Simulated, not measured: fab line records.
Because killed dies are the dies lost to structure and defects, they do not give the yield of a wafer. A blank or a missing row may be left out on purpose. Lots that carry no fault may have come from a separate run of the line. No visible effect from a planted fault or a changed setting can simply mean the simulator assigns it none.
One fault seen from 2 desks -- flow nand_harc -- every desk sees just its own numbers, and what lay behind them comes last

== THE METROLOGY DESK ==
Lot by lot, what the gauges showed, no matter which tool ran the lot: averages of those sampled wafers that carry a number. The brackets show how far a lot's mean lies from the usual mean; more than 4 standard deviations puts the lot out of limits, marked OUT.
Columns: A = overlay_x_nm at NHARC_HYBRID_BOND_OVL_MEAS_05, usual 3 nm; B = overlay_y_nm at NHARC_HYBRID_BOND_OVL_MEAS_05, usual 3 nm; C = cd_nm at NHARC_THIN_TSV_CD_MEAS_12, usual 998.6 nm
lot,first seen here,A,B,C
L176,day 18 01:59,19,-9,998.7
L179,day 18 20:07,12,-52,999.4
L177,day 18 20:08,-15,-41,998.5
L178,day 18 20:08,-19,-10,997.5
L180,day 19 09:49,-2,6,996.9
L182,day 19 20:03,2,-9,998.5
L187,day 21 13:08,-21,-9,1000.1
L191,day 21 18:02,-8,-23,1000.3
L193,day 23 02:39,33,-5,999.6
L194,day 23 02:39,15,5,996.4
L195,day 23 18:50,6,-28,999.5
L197,day 24 07:10,10,-12,999.7
L198,day 24 18:48,-16,57,998.0
L199,day 26 01:09,47,58,997.3
This desk's verdict: no lot among the 14 shows anything out of limits.

== DESK OF THE TOOL OWNER: rie_diel-12 ==
The tool's own readings at NHARC_A_STAIRCASE_ETCH_17 (etches the open film in C4F8/O2, target depth 100 nm, time 40.5 s): means of the sampled wafers that have a number, for each lot that ran on this tool. The brackets show how far a lot's mean lies from the usual mean; more than 4 standard deviations puts the lot out of limits, marked OUT.
Columns: A = oes_product_au at NHARC_A_STAIRCASE_ETCH_17, usual 0.942 a.u.; B = rf_vpp_V at NHARC_A_STAIRCASE_ETCH_17, usual 894 V
lot,first seen here,A,B
L182,day 12 05:25,0.948,894
L187,day 13 23:45,0.945,894
L191,day 14 09:31,0.957,894
This desk's verdict: no lot among the 3 shows anything out of limits.

== ALL TOGETHER ==
From the metrology desk's view, nothing was out of limits.
The desk of the tool owner found nothing out of limits.

== WHAT HAD BEEN PUT IN BY THE SIMULATOR ==
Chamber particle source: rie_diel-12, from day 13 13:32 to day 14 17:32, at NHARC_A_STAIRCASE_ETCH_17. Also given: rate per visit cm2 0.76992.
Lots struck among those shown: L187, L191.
